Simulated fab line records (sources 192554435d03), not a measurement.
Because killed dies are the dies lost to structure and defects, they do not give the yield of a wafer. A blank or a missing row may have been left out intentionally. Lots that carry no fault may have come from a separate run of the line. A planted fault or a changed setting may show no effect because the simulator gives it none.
Which tool is to blame? + flow n5Finfet + 9 lots, 27 wafers sampled, at 3 steps of a route of 1938

WHAT THE GAUGES SHOWED, per wafer
N5_BEOL_M9_CD_MEAS_28 targets a cd of 70 nm. Usual: cdNm 69.93 nm, standard deviation 0.24.
| lot  | measured     | on       | cdNm (nm)         | flag |
|------|--------------|----------|-------------------|------|
| L265 | day 9 11:04  | cdSem-02 | 69.82 70.29 69.67 |      |
| L264 | day 10 05:05 | cdSem-02 | 69.68 70.04 69.97 |      |
| L266 | day 10 05:56 | cdSem-02 | 70.21 70.23 70.27 |      |
| L269 | day 10 16:49 | cdSem-02 | 69.66 69.88 69.84 |      |
| L271 | day 11 05:31 | cdSem-03 | 69.96 69.72 70.37 |      |
| L273 | day 11 11:13 | cdSem-02 | 70.05 69.94 69.88 |      |
| L280 | day 14 02:13 | cdSem-02 | 64.01 64.05 63.57 | OFF  |
| L281 | day 14 04:25 | cdSem-02 | 65.09 65.35 64.82 | OFF  |
| L282 | day 14 18:59 | cdSem-02 | 70.14 69.86 70.37 |      |

WHAT TOOL EACH LOT RAN ON (gives the tool, then ch and the chambers of the sampled wafers, and finally the start)
| lot  | N5_BEOL_M9_STRIP_19               | N5_BEOL_M9_EXPOSE_25             |
|------|-----------------------------------|----------------------------------|
| L265 | rieDiel-04 ch 1,2,3, day 9 10:34  | euvScanner-02 ch 0, day 9 10:57  |
| L264 | rieDiel-01 ch 0,1,3, day 10 04:43 | euvScanner-01 ch 0, day 10 04:58 |
| L266 | rieDiel-01 ch 0,1,3, day 10 05:34 | euvScanner-01 ch 0, day 10 05:49 |
| L269 | rieDiel-01 ch 0,2,3, day 10 16:10 | euvScanner-01 ch 0, day 10 16:41 |
| L271 | rieDiel-03 ch 2,3, day 11 05:00   | euvScanner-02 ch 0, day 11 05:23 |
| L273 | rieDiel-03 ch 1,2, day 11 10:43   | euvScanner-02 ch 0, day 11 11:06 |
| L280 | rieDiel-04 ch 0,2,3, day 14 00:26 | euvScanner-02 ch 0, day 14 02:05 |
| L281 | rieDiel-04 ch 0,2,3, day 14 04:02 | euvScanner-02 ch 0, day 14 04:18 |
| L282 | rieDiel-01 ch 0,1, day 14 18:07   | euvScanner-01 ch 0, day 14 18:52 |
- N5_BEOL_M9_STRIP_19: strips in O2.
- N5_BEOL_M9_EXPOSE_25: exposes mask V8.

AS READ BY THE TOOLS THEMSELVES (means over the sampled wafers that have a number; for cases with no such wafer, the mark the record gives instead)
N5_BEOL_M9_STRIP_19. Usual: drypumpMotorCurrentA 5.6 A, standard deviation 0.45; oesProductAu 0.82 a.u., standard deviation 0.094; rfVppV 3.6 V, standard deviation 0.57; showerheadPlenumPTorr 2.06 Torr, standard deviation 0.069; throttleValvePct 16.48 %, standard deviation 0.21.
| lot  | tool       | drypumpMotorCurrentA (A) | oesProductAu (a.u.) | rfVppV (V) | showerheadPlenumPTorr (Torr) | throttleValvePct (%) | flag |
|------|------------|--------------------------|---------------------|------------|------------------------------|----------------------|------|
| L265 | rieDiel-04 | 5.7                      | 0.78                | 3.2        | 2.02                         | 16.42                |      |
| L264 | rieDiel-01 | 5.4                      | 0.83                | 3.9        | 2.09                         | 16.39                |      |
| L266 | rieDiel-01 | 5.4                      | 0.82                | 4.0        | 2.09                         | 16.39                |      |
| L269 | rieDiel-01 | 5.2                      | 0.80                | 3.1        | 2.08                         | 16.48                |      |
| L271 | rieDiel-03 | 5.5                      | 0.74                | 3.5        | 2.08                         | 16.67                |      |
| L273 | rieDiel-03 | 5.4                      | 0.91                | 3.5        | 2.13                         | 16.38                |      |
| L280 | rieDiel-04 | 5.7                      | 0.80                | 3.8        | 2.05                         | 16.47                |      |
| L281 | rieDiel-04 | 5.7                      | 0.80                | 3.3        | 2.05                         | 16.46                |      |
| L282 | rieDiel-01 | 5.2                      | 0.84                | 3.3        | 2.04                         | 16.38                |      |

N5_BEOL_M9_EXPOSE_25. Usual: exposureDoseMJCm2 37.21, standard deviation 0.037.
| lot  | tool          | exposureDoseMJCm2 | flag |
|------|---------------|-------------------|------|
| L265 | euvScanner-02 | 37.19             |      |
| L264 | euvScanner-01 | 37.27             |      |
| L266 | euvScanner-01 | 37.22             |      |
| L269 | euvScanner-01 | 37.25             |      |
| L271 | euvScanner-02 | 37.23             |      |
| L273 | euvScanner-02 | 37.24             |      |
| L280 | euvScanner-02 | 29.56             | OFF  |
| L281 | euvScanner-02 | 31.13             | OFF  |
| L282 | euvScanner-01 | 37.19             |      |

THE ANSWER, worked out from the rows above alone
Rule: take the mean of a lot's wafers that have a number; if it is more than 3 standard deviations from the usual mean, the lot is off. A lot without any number at a reading at which 4 lots or more have one is off too. Where the step has rows for the other lots, those lots are counted as sound. After the gauges, taken in route order, come the tools' own readings; for these a lot's mean is taken, as printed above. The first step at which some lot is off is used, and at that step the reading that is off furthest; a lot without a number counts as furthest.
Off, at N5_BEOL_M9_CD_MEAS_28 on cdNm: L280, L281.
A tool fits if, at a process step before that reading, it ran every lot that is off, and no sound lot after the first of them. The gauges at N5_BEOL_M9_CD_MEAS_28 aren't tried: what is off there is off at N5_BEOL_M9_EXPOSE_25 too, on other tools, and a gauge's error can't cause that. This does not decide it: 2 tools fit, namely rieDiel-04 at N5_BEOL_M9_STRIP_19 and euvScanner-02 at N5_BEOL_M9_EXPOSE_25.

WHAT HAD BEEN PUT IN BY THE SIMULATOR
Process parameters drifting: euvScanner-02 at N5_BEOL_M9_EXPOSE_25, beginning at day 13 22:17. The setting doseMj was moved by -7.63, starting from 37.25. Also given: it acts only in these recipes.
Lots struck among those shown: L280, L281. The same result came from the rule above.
